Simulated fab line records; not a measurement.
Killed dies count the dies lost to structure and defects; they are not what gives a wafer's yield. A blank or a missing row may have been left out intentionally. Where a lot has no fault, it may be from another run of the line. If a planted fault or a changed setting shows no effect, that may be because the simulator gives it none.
Split-lot study ; flow n5-finfet ; on a route of 1938 steps: 7 lots, 39 wafers read

ON THE SPLIT
At N5_DUMMY_GATE_ETCH_32 (etches SiO2 in CF4, target depth 3.5 nm, time 3.9 s), the setting time-s was moved away from the recipe's 3.9 s on 15 of the 39 wafers read, by -19.9% to +21.4%. For the rest of the wafers, this setting stayed at what the recipe calls for.

The split's own step is where the reading is taken.

THE READING
etch.depth-nm (the simulator's own value, which no gauge read), in nm, at N5_DUMMY_GATE_ETCH_32 (etches SiO2 in CF4, target depth 3.5 nm, time 3.9 s). The file gives no usual value for it. Across the 24 wafers here that went through the recipe, the average is 3.496 nm and the standard deviation 0.049 nm.

wafer;tool, chamber at the split;time-s as run, s;against the recipe;etch.depth-nm, nm;against lot-mates on the recipe
L077.1;rie-si-06, 1;3.9;recipe;3.467;-
L077.2;rie-si-06, 2;3.9;recipe;3.453;-
L077.3;rie-si-06, 0;3.9;recipe;3.404;-
L077.4;rie-si-06, 3;3.9;recipe;3.479;-
L077.5;rie-si-06, 2;3.9;recipe;3.462;-
L077.6;rie-si-06, 1;3.9;recipe;3.49;-
L079.1;rie-si-02, 1;3.9;recipe;3.565;-
L079.2;rie-si-02, 0;3.206;-17.8%;2.918;-0.638
L079.3;rie-si-02, 2;3.9;recipe;3.602;-
L079.4;rie-si-02, 3;3.9;recipe;3.5;-
L079.5;rie-si-02, 3;3.206;-17.8%;2.867;-0.689
L079.6;rie-si-02, 0;3.206;-17.8%;2.906;-0.650
L083.1;rie-si-06, 3;3.9;recipe;3.536;-
L083.3;rie-si-06, 2;3.9;recipe;3.448;-
L083.5;rie-si-06, 3;3.9;recipe;3.508;-
L087.1;rie-si-02, 3;3.9;recipe;3.487;-
L087.2;rie-si-02, 2;4.594;+17.8%;4.231;+0.748
L087.3;rie-si-02, 0;3.9;recipe;3.495;-
L087.4;rie-si-02, 1;4.594;+17.8%;4.149;+0.666
L087.5;rie-si-02, 1;3.9;recipe;3.468;-
L087.6;rie-si-02, 0;4.594;+17.8%;4.088;+0.605
L089.1;rie-si-02, 2;3.123;-19.9%;2.87;-0.638
L089.2;rie-si-02, 3;3.9;recipe;3.468;-
L089.3;rie-si-02, 0;3.123;-19.9%;2.804;-0.704
L089.4;rie-si-02, 1;3.9;recipe;3.487;-
L089.5;rie-si-02, 2;3.9;recipe;3.568;-
L089.6;rie-si-02, 3;3.123;-19.9%;2.772;-0.736
L092.1;rie-si-06, 3;3.9;recipe;3.477;-
L092.2;rie-si-06, 0;3.274;-16.1%;2.868;-0.595
L092.3;rie-si-06, 2;3.9;recipe;3.444;-
L092.4;rie-si-06, 1;3.274;-16.1%;2.929;-0.534
L092.5;rie-si-06, 1;3.9;recipe;3.469;-
L092.6;rie-si-06, 0;3.274;-16.1%;2.86;-0.603
L095.1;rie-si-02, 1;3.9;recipe;3.516;-
L095.2;rie-si-02, 2;3.9;recipe;3.61;-
L095.3;rie-si-02, 3;4.734;+21.4%;4.219;+0.676
L095.4;rie-si-02, 0;4.734;+21.4%;4.241;+0.698
L095.5;rie-si-02, 0;4.734;+21.4%;4.232;+0.689
L095.6;rie-si-02, 1;3.9;recipe;3.502;-

THE FIT
A straight line over all 39 wafers: etch.depth-nm changes by +0.0352 nm for each +1% of time-s; r = +0.99; the points scatter about the line by 0.049 nm.
The same after taking each lot's own level away (the mean of its wafers on the recipe; 39 wafers): +0.0352 nm for each +1%; r = +0.99; scatter 0.043 nm.
The reading moves by 0.75 nm for the largest change in time-s, on that fit.
Measured against the standard deviation above, the lots' own levels, which go from 3.4592 to 3.5557 nm, span 2.0 times it.
The two slopes agree, so the slope changes little with the lot-to-lot level.
Check: with one of the wafers moved furthest among these (+21.4%) left out of the fit, the line predicts +0.758 nm for it against its lot-mates. Against them it came out at +0.676 nm.

ADDITIONAL SPLITS CARRIED BY THESE WAFERS
Before the reading, these wafers also passed through other splits. Each is held against what the fit with the lots' levels taken away leaves over:
other split on the same wafers;wafers away from the commonest value;r with etch.depth-nm (lot level and that fit taken away)
N5_PMOS_HMC_CHANNEL_EPI_EPI_20 pressure-torr;18;+0.22
N5_FIN_SAQP_ETCH_34 source-w;9;-0.24

THE FILE'S OWN FIT
etch.depth-nm changes by +0.0352 nm for each +1% of time-s, r = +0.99.
